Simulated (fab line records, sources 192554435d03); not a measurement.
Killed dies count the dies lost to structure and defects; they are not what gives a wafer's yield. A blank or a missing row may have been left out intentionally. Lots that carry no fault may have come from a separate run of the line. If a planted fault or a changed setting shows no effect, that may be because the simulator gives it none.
fab line records | flow n5_finfet | part 2 of 2: steps 16 to 16 of 16
[record] lots = 7 wafers = 21 last_day = 17
route steps=1938 shown BEOL_M0_CUTY@701 BEOL_M4@1111 PASSIVATION@1936
lots that met no fault: taken from a fault-free run of the same line
start_h: start of the lot's first displayed wafer, in hours after the record's first day | wait_h: hours elapsed since this lot's preceding step | " unchanged from the row above | L1.1+2: a row that stands for several wafers | - no value, or no start given | * or withheld: withheld | < > ~ a bound
route shown NAME@n: names a module that has steps shown in the file, with the first one's number in the route | usual: mean/standard deviation taken from wafers without a fault | same: alike in all rows | chamber/n: place in a boat | sites: per-site readings | _std_site: the values' standard deviation | _edge_site: mean of outer sites minus mean of inner sites | radius_mm: how far each site lies from the wafer's centre | mask NAME#n: copy n | behind: the last tool/chamber to shape the wafer | hold: why the lot went on hold/how many hours it stayed there/how the hold came to an end | device: the transistor (n, p or np) that didn't switch | end of line: the route-end tests of the same wafers | where a step has no rows: the recipe by itself | killed: not the wafer's yield, but the dies lost to structure and defects at the first sort | map: dies across one wafer; x = killed, . = not, _ = none there
set.NAME: the setting the step ran with; set.NAME@STEP: the setting that earlier step ran with | model.NAME: the simulator's own value behind a step, which no gauge read
certain route steps with their lots: each step a table, each wafer a row
services: from which hour (start_h, from the record's first day; less than 0 if before it) a tool's chamber was out of use, for how many hours, and why
[[steps]]
[step N5_PASSIVATION_PROBE_49]
[usual] defect_limited_yield = 91.4/1.4 killed_at_M0_to_M3 = 31/10 killed_at_M4_up = 14/5.6 killed_at_contacts = 13/6.3 killed_at_front_end = 39/10 killed_at_other = 4/3.1 killed_dies = 101/16 killed_on_rim = 13/3.9 killed_open = 65/13 killed_short = 34/7.2 sort_bin_5_function = 5.1/0.88 sort_bin_6_memory = 3.2/0.66 sort_n_pass = 1079/16 sort_yield_pct = 91.4/1.4
[same] gross_dies = 1180 killed_at_back_side = 0 sort_bin_4_leakage[%] = 0 sort_bin_8_speed[%] = 0
// columns lot.wafer tool chamber start_h wait_h defect_limited_yield[%] killed_at_M0_to_M3 killed_at_M4_up killed_at_contacts killed_at_front_end killed_at_other killed_dies killed_on_rim killed_open killed_short sort_bin_5_function[%] sort_bin_6_memory[%] sort_n_pass sort_yield_pct[%]
L123.3 prober-02 - 325.17 0.1 90.1 51 13 9 39 5 117 15 73 41 5.6 4.1 1063 90.1
L123.4 prober-02 - 325.22 0.2 91.3 33 8 5 53 4 103 10 63 39 4.6 3.7 1077 91.3
L123.5 prober-02 - 325.27 0.2 90.4 30 12 11 59 1 113 16 61 52 6.6 2.5 1067 90.4
L126.1 prober-01 - 340.80 0.0 0 1119 5 7 49 0 1180 152 67 35 96.9 2.7 0 0
L126.4 prober-01 - 340.95 0.2 0 1107 16 16 38 3 1180 152 69 32 96.4 3.4 0 0
L126.5 prober-01 - 341.00 0.2 0 1100 9 9 59 3 1180 152 67 49 95.6 3.6 0 0
L127.1 prober-01 - 346.54 0.0 0 1097 14 25 43 1 1180 152 85 30 96.9 2.7 0 0
L127.5 prober-01 - 346.74 0.2 0 1105 14 16 42 3 1180 152 68 31 96.9 2.8 0 0
L127.6 prober-01 - 346.79 0.3 0 1109 15 28 27 1 1180 152 80 39 95.8 4.1 0 0
L128.1 prober-02 - 356.01 0.0 0 1101 22 11 46 0 1180 152 81 41 95.1 4.6 0 0
L128.3 prober-02 - 356.11 0.1 0 1102 21 8 45 4 1180 152 59 38 96.6 3.2 0 0
L128.5 prober-02 - 356.21 0.2 0 1095 15 11 53 6 1180 152 75 34 95.7 4.3 0 0
L131.2 prober-02 - 362.04 0.1 92.8 21 7 12 42 3 85 5 46 34 4.3 2.5 1095 92.8
L131.4 prober-02 - 362.14 0.2 93.6 22 8 17 25 3 75 10 53 20 3.7 2.4 1105 93.6
L131.6 prober-02 - 362.24 0.3 92.3 16 7 26 36 6 91 15 56 32 5.1 2.4 1089 92.3
L136.2 prober-02 - 405.22 0.1 91.1 27 17 13 43 5 105 19 54 48 5.2 3.1 1075 91.1
L136.5 prober-02 - 405.37 0.2 92.2 34 8 8 38 4 92 9 60 31 5.1 2.3 1088 92.2
L136.6 prober-02 - 405.42 0.3 91.9 25 16 10 43 2 96 14 52 38 4.0 3.1 1084 91.9
L137.4 prober-01 - 412.72 0.2 91.6 15 13 14 52 5 99 15 62 33 5.0 3.1 1081 91.6
L137.5 prober-01 - 412.77 0.2 91.1 20 17 8 55 5 105 12 67 37 6.1 2.5 1075 91.1
L137.6 prober-01 - 412.82 0.3 92.8 20 9 10 37 9 85 11 39 40 4.2 2.4 1095 92.8
// killed by level:class
L123.3 BEOL_M2:geometric_particle:open=17 BEOL_M0_SAQP:geometric_particle:open=14 GATE_CUT:geometric_particle:short=11 MOL_CONTACT_COAG:geometric_particle:open=9 FIN_SAQP:geometric_particle:short=7 FIN_SAQP:geometric_particle:open=7 BEOL_M0_SAQP:geometric_particle:short=6 STI_FIN_REVEAL:geometric_particle:open=5
L123.4 GATE_CUT:geometric_particle:short=13 STI_FIN_REVEAL:geometric_particle:open=11 BEOL_M0_SAQP:geometric_particle:open=11 ILD0:geometric_particle:open=8 BEOL_M0_SAQP:geometric_particle:short=8 BEOL_M2:geometric_particle:open=6 MOL_CONTACT_COAG:geometric_particle:open=5 DUMMY_GATE:geometric_particle:open=4
L123.5 FIN_SAQP:geometric_particle:short=15 FIN_SAQP:geometric_particle:open=11 GATE_CUT:geometric_particle:short=11 MOL_CONTACT_COAG:geometric_particle:open=9 BEOL_M0_SAQP:geometric_particle:short=9 BEOL_M0_SAQP:geometric_particle:open=7 BEOL_M3:geometric_particle:open=6 STI_FIN_REVEAL:geometric_particle:open=4
L126.1 BEOL_M0_CUTY:area_etch=1076 FIN_SAQP:geometric_particle:open=13 BEOL_M0_SAQP:geometric_particle:open=13 FIN_SAQP:geometric_particle:short=9 BEOL_M3:geometric_particle:open=8 BEOL_M0_SAQP:geometric_particle:short=8 BEOL_M2:geometric_particle:open=7 GATE_CUT:geometric_particle:short=5
L126.4 BEOL_M0_CUTY:area_etch=1079 MOL_CONTACT_COAG:geometric_particle:open=13 BEOL_M4:geometric_particle:open=10 GATE_CUT:geometric_particle:short=7 STI_FIN_REVEAL:geometric_particle:open=6 BEOL_M1:geometric_particle:open=6 FIN_SAQP:geometric_particle:open=5 DUMMY_GATE:geometric_particle:open=5
L126.5 BEOL_M0_CUTY:area_etch=1064 FIN_SAQP:geometric_particle:short=13 GATE_CUT:geometric_particle:short=12 STI_FIN_REVEAL:geometric_particle:open=10 BEOL_M0_SAQP:geometric_particle:open=9 BEOL_M0_SAQP:geometric_particle:short=8 FIN_SAQP:geometric_particle:open=6 GATE_CUT:geometric_particle:open=6
L127.1 BEOL_M0_CUTY:area_etch=1064 MOL_CONTACT_COAG:geometric_particle:open=22 BEOL_M4:geometric_particle:open=11 BEOL_M0_SAQP:geometric_particle:open=10 FIN_SAQP:geometric_particle:short=9 BEOL_M2:geometric_particle:open=8 FIN_SAQP:geometric_particle:open=6 GATE_CUT:geometric_particle:open=6
L127.5 BEOL_M0_CUTY:area_etch=1080 MOL_CONTACT_COAG:geometric_particle:open=13 FIN_SAQP:geometric_particle:open=8 FIN_SAQP:geometric_particle:short=8 STI_FIN_REVEAL:geometric_particle:open=8 BEOL_M0_SAQP:geometric_particle:open=7 STARTING-WAFER:geometric_particle:open=5 BEOL_M0_SAQP:geometric_particle:short=4
L127.6 BEOL_M0_CUTY:area_etch=1061 MOL_CONTACT_COAG:geometric_particle:open=23 BEOL_M0_SAQP:geometric_particle:short=10 BEOL_M0_SAQP:geometric_particle:open=9 BEOL_M4:geometric_particle:open=7 BEOL_M3:geometric_particle:open=7 FIN_SAQP:geometric_particle:short=6 BEOL_M0:geometric_particle:open=6
L128.1 BEOL_M0_CUTY:area_etch=1053 BEOL_M0_SAQP:geometric_particle:open=17 BEOL_M0_SAQP:geometric_particle:short=11 BEOL_M4:geometric_particle:open=10 FIN_SAQP:geometric_particle:open=9 MOL_CONTACT_COAG:geometric_particle:open=8 BEOL_M2:geometric_particle:open=8 DUMMY_GATE:geometric_particle:open=7
L128.3 BEOL_M0_CUTY:area_etch=1078 STI_FIN_REVEAL:geometric_particle:open=8 BEOL_M0_SAQP:geometric_particle:short=7 DUMMY_GATE:geometric_particle:open=7 FIN_SAQP:geometric_particle:short=6 MOL_CONTACT_COAG:geometric_particle:open=6 BEOL_M0_SAQP:geometric_particle:open=6 BEOL_M4:geometric_particle:open=6
L128.5 BEOL_M0_CUTY:area_etch=1068 DUMMY_GATE:geometric_particle:open=12 FIN_SAQP:geometric_particle:open=11 MOL_CONTACT_COAG:geometric_particle:open=11 FIN_SAQP:geometric_particle:short=9 BEOL_M2:geometric_particle:open=8 BEOL_M4:geometric_particle:open=7 BEOL_M3:geometric_particle:open=6
L131.2 FIN_SAQP:geometric_particle:short=13 MOL_CONTACT_COAG:geometric_particle:open=11 GATE_CUT:geometric_particle:short=8 FIN_SAQP:geometric_particle:open=5 BEOL_M0:geometric_particle:open=5 BEOL_M0_SAQP:geometric_particle:open=4 BEOL_M0_SAQP:geometric_particle:short=4 ILD0:geometric_particle:short=3
L131.4 MOL_CONTACT_COAG:geometric_particle:open=14 BEOL_M0:geometric_particle:open=7 BEOL_M0_SAQP:geometric_particle:short=6 BEOL_M2:geometric_particle:open=6 FIN_SAQP:geometric_particle:short=4 BEOL_M4:geometric_particle:open=4 STI_FIN_REVEAL:geometric_particle:open=3 DUMMY_GATE:geometric_particle:open=3
L131.6 MOL_CONTACT_COAG:geometric_particle:open=23 FIN_SAQP:geometric_particle:short=9 BEOL_M4:geometric_particle:open=5 GATE_CUT:geometric_particle:short=4 STARTING-WAFER:geometric_particle:open=4 FIN_SAQP:geometric_particle:open=3 STI_FIN_REVEAL:geometric_particle:short=3 STI_FIN_REVEAL:geometric_particle:open=3
L136.2 FIN_SAQP:geometric_particle:short=17 BEOL_M0_SAQP:geometric_particle:short=11 FIN_SAQP:geometric_particle:open=10 MOL_CONTACT_COAG:geometric_particle:open=8 BEOL_M4:geometric_particle:open=8 BEOL_M0_SAQP:geometric_particle:open=7 GATE_CUT:geometric_particle:short=5 MOL_CONTACT_COAG:geometric_particle:short=5
L136.5 FIN_SAQP:geometric_particle:open=8 GATE_CUT:geometric_particle:short=8 BEOL_M2:geometric_particle:open=8 MOL_CONTACT_COAG:geometric_particle:open=7 BEOL_M1:geometric_particle:open=5 BEOL_M0_SAQP:geometric_particle:open=5 BEOL_M0_SAQP:geometric_particle:short=5 FIN_SAQP:geometric_particle:short=4
L136.6 BEOL_M4:geometric_particle:open=8 GATE_CUT:geometric_particle:short=7 MOL_CONTACT_COAG:geometric_particle:open=7 BEOL_M1:geometric_particle:open=7 FIN_SAQP:geometric_particle:short=6 FIN_SAQP:geometric_particle:open=6 BEOL_M2:geometric_particle:open=6 STARTING-WAFER:geometric_particle:open=5
L137.4 FIN_SAQP:geometric_particle:short=15 FIN_SAQP:geometric_particle:open=14 MOL_CONTACT_COAG:geometric_particle:open=10 STI_FIN_REVEAL:geometric_particle:open=8 BEOL_M1:geometric_particle:open=8 BEOL_M4:geometric_particle:open=6 GATE_CUT:geometric_particle:short=4 MOL_CONTACT_COAG:geometric_particle:short=4
L137.5 FIN_SAQP:geometric_particle:short=18 FIN_SAQP:geometric_particle:open=12 STI_FIN_REVEAL:geometric_particle:open=10 BEOL_M3:geometric_particle:open=7 BEOL_M4:geometric_particle:open=7 MOL_CONTACT_COAG:geometric_particle:open=6 BEOL_M1:geometric_particle:open=6 STI_FIN_REVEAL:geometric_particle:short=5
L137.6 FIN_SAQP:geometric_particle:short=9 MOL_CONTACT_COAG:geometric_particle:open=8 STARTING-WAFER:geometric_particle:short=7 BEOL_M1:geometric_particle:open=5 FIN_SAQP:geometric_particle:open=4 BEOL_M0_SAQP:geometric_particle:short=4 STARTING-WAFER:geometric_particle:open=4 HKMG_FIN:area_etch=4
// map L126.1 (x killed, . not)
_________________xxxxxxxxxxxx________________
______________xxxxxxxxxxxxxxxxxx_____________
___________xxxxxxxxxxxxxxxxxxxxxxxx__________
__________xxxxxxxxxxxxxxxxxxxxxxxxxx_________
________xxxxxxxxxxxxxxxxxxxxxxxxxxxxxx_______
_______xxxxxxxxxxxxxxxxxxxxxxxxxxxxxxxx______
______xxxxxxxxxxxxxxxxxxxxxxxxxxxxxxxxxx_____
_____xxxxxxxxxxxxxxxxxxxxxxxxxxxxxxxxxxxx____
____xxxxxxxxxxxxxxxxxxxxxxxxxxxxxxxxxxxxxx___
___xxxxxxxxxxxxxxxxxxxxxxxxxxxxxxxxxxxxxxxx__
___xxxxxxxxxxxxxxxxxxxxxxxxxxxxxxxxxxxxxxxx__
__xxxxxxxxxxxxxxxxxxxxxxxxxxxxxxxxxxxxxxxxxx_
__xxxxxxxxxxxxxxxxxxxxxxxxxxxxxxxxxxxxxxxxxx_
_xxxxxxxxxxxxxxxxxxxxxxxxxxxxxxxxxxxxxxxxxxxx
_xxxxxxxxxxxxxxxxxxxxxxxxxxxxxxxxxxxxxxxxxxxx
_xxxxxxxxxxxxxxxxxxxxxxxxxxxxxxxxxxxxxxxxxxxx
_xxxxxxxxxxxxxxxxxxxxxxxxxxxxxxxxxxxxxxxxxxxx
_xxxxxxxxxxxxxxxxxxxxxxxxxxxxxxxxxxxxxxxxxxxx
_xxxxxxxxxxxxxxxxxxxxxxxxxxxxxxxxxxxxxxxxxxxx
_xxxxxxxxxxxxxxxxxxxxxxxxxxxxxxxxxxxxxxxxxxxx
_xxxxxxxxxxxxxxxxxxxxxxxxxxxxxxxxxxxxxxxxxxxx
__xxxxxxxxxxxxxxxxxxxxxxxxxxxxxxxxxxxxxxxxxx_
__xxxxxxxxxxxxxxxxxxxxxxxxxxxxxxxxxxxxxxxxxx_
___xxxxxxxxxxxxxxxxxxxxxxxxxxxxxxxxxxxxxxxx__
___xxxxxxxxxxxxxxxxxxxxxxxxxxxxxxxxxxxxxxxx__
____xxxxxxxxxxxxxxxxxxxxxxxxxxxxxxxxxxxxxx___
_____xxxxxxxxxxxxxxxxxxxxxxxxxxxxxxxxxxxx____
______xxxxxxxxxxxxxxxxxxxxxxxxxxxxxxxxxx_____
_______xxxxxxxxxxxxxxxxxxxxxxxxxxxxxxxx______
________xxxxxxxxxxxxxxxxxxxxxxxxxxxxxx_______
__________xxxxxxxxxxxxxxxxxxxxxxxxxx_________
___________xxxxxxxxxxxxxxxxxxxxxxxx__________
______________xxxxxxxxxxxxxxxxxx_____________
_________________xxxxxxxxxxxx________________
// map L127.1 (x killed, . not)
_________________xxxxxxxxxxxx________________
______________xxxxxxxxxxxxxxxxxx_____________
___________xxxxxxxxxxxxxxxxxxxxxxxx__________
__________xxxxxxxxxxxxxxxxxxxxxxxxxx_________
________xxxxxxxxxxxxxxxxxxxxxxxxxxxxxx_______
_______xxxxxxxxxxxxxxxxxxxxxxxxxxxxxxxx______
______xxxxxxxxxxxxxxxxxxxxxxxxxxxxxxxxxx_____
_____xxxxxxxxxxxxxxxxxxxxxxxxxxxxxxxxxxxx____
____xxxxxxxxxxxxxxxxxxxxxxxxxxxxxxxxxxxxxx___
___xxxxxxxxxxxxxxxxxxxxxxxxxxxxxxxxxxxxxxxx__
___xxxxxxxxxxxxxxxxxxxxxxxxxxxxxxxxxxxxxxxx__
__xxxxxxxxxxxxxxxxxxxxxxxxxxxxxxxxxxxxxxxxxx_
__xxxxxxxxxxxxxxxxxxxxxxxxxxxxxxxxxxxxxxxxxx_
_xxxxxxxxxxxxxxxxxxxxxxxxxxxxxxxxxxxxxxxxxxxx
_xxxxxxxxxxxxxxxxxxxxxxxxxxxxxxxxxxxxxxxxxxxx
_xxxxxxxxxxxxxxxxxxxxxxxxxxxxxxxxxxxxxxxxxxxx
_xxxxxxxxxxxxxxxxxxxxxxxxxxxxxxxxxxxxxxxxxxxx
_xxxxxxxxxxxxxxxxxxxxxxxxxxxxxxxxxxxxxxxxxxxx
_xxxxxxxxxxxxxxxxxxxxxxxxxxxxxxxxxxxxxxxxxxxx
_xxxxxxxxxxxxxxxxxxxxxxxxxxxxxxxxxxxxxxxxxxxx
_xxxxxxxxxxxxxxxxxxxxxxxxxxxxxxxxxxxxxxxxxxxx
__xxxxxxxxxxxxxxxxxxxxxxxxxxxxxxxxxxxxxxxxxx_
__xxxxxxxxxxxxxxxxxxxxxxxxxxxxxxxxxxxxxxxxxx_
___xxxxxxxxxxxxxxxxxxxxxxxxxxxxxxxxxxxxxxxx__
___xxxxxxxxxxxxxxxxxxxxxxxxxxxxxxxxxxxxxxxx__
____xxxxxxxxxxxxxxxxxxxxxxxxxxxxxxxxxxxxxx___
_____xxxxxxxxxxxxxxxxxxxxxxxxxxxxxxxxxxxx____
______xxxxxxxxxxxxxxxxxxxxxxxxxxxxxxxxxx_____
_______xxxxxxxxxxxxxxxxxxxxxxxxxxxxxxxx______
________xxxxxxxxxxxxxxxxxxxxxxxxxxxxxx_______
__________xxxxxxxxxxxxxxxxxxxxxxxxxx_________
___________xxxxxxxxxxxxxxxxxxxxxxxx__________
______________xxxxxxxxxxxxxxxxxx_____________
_________________xxxxxxxxxxxx________________
[[services]]
// columns tool chamber start_h hours kind
rie_diel-03 - 150.21 4.3 pm
rie_diel-04 1 161.52 5.3 repair
rie_diel-03 3 180.27 - clean
rie_diel-03 3 180.27 - consumable_replace:focus_ring
rie_diel-03 3 180.27 28.1 scheduled_down
rie_diel-03 3 180.27 28.1 vent_cycle
rie_diel-01 3 191.98 14.3 repair
rie_diel-04 2 210.28 - clean
rie_diel-04 2 210.28 - consumable_replace:focus_ring
rie_diel-04 2 210.28 22.0 scheduled_down
rie_diel-04 2 210.28 22.0 vent_cycle
rie_diel-03 - 211.67 1.7 repair
[[key]]
[first_sign] step = N5_BEOL_M0_CUTY_ETCH_63 reading = tool_record direction = missing
[effect] step = N5_PASSIVATION_PROBE_49 reading = killed_at_M0_to_M3 direction = up sigmas = 99+ usual = 31 struck = 1104
[model_effect] step = N5_BEOL_M0_CUTY_ETCH_63 value = CAR-ArF-block_of_BEOL_M0_CUTY_COAT_51.thk_nm without = 0 struck = 118.5
[more_kills_born_at] N5_BEOL_M0_CUTY_ETCH_63@rie_diel-03 = 6404 N5_BEOL_M0_CUTY_ETCH_63@rie_diel-04 = 3219
met_at N5_BEOL_M0_CUTY_ETCH_63
struck_wafers L126.1,L126.4,L126.5,L127.1,L127.5,L127.6,L128.1,L128.3,L128.5
later_rows_left_out L126.1,L126.4,L126.5,L127.1,L127.5,L127.6,L128.1,L128.3,L128.5
onset_between 164.38 181.18
[fault] kind = skipped_step_whole tool = rie_diel-03,rie_diel-04 chamber = - onset_h = 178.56 steps = N5_BEOL_M0_CUTY_ETCH_63 scope = struck_lots_only
// later_rows_left_out: the simulator's readings of these wafers behind a module that went badly wrong aren't trusted and aren't shown, but for the sort
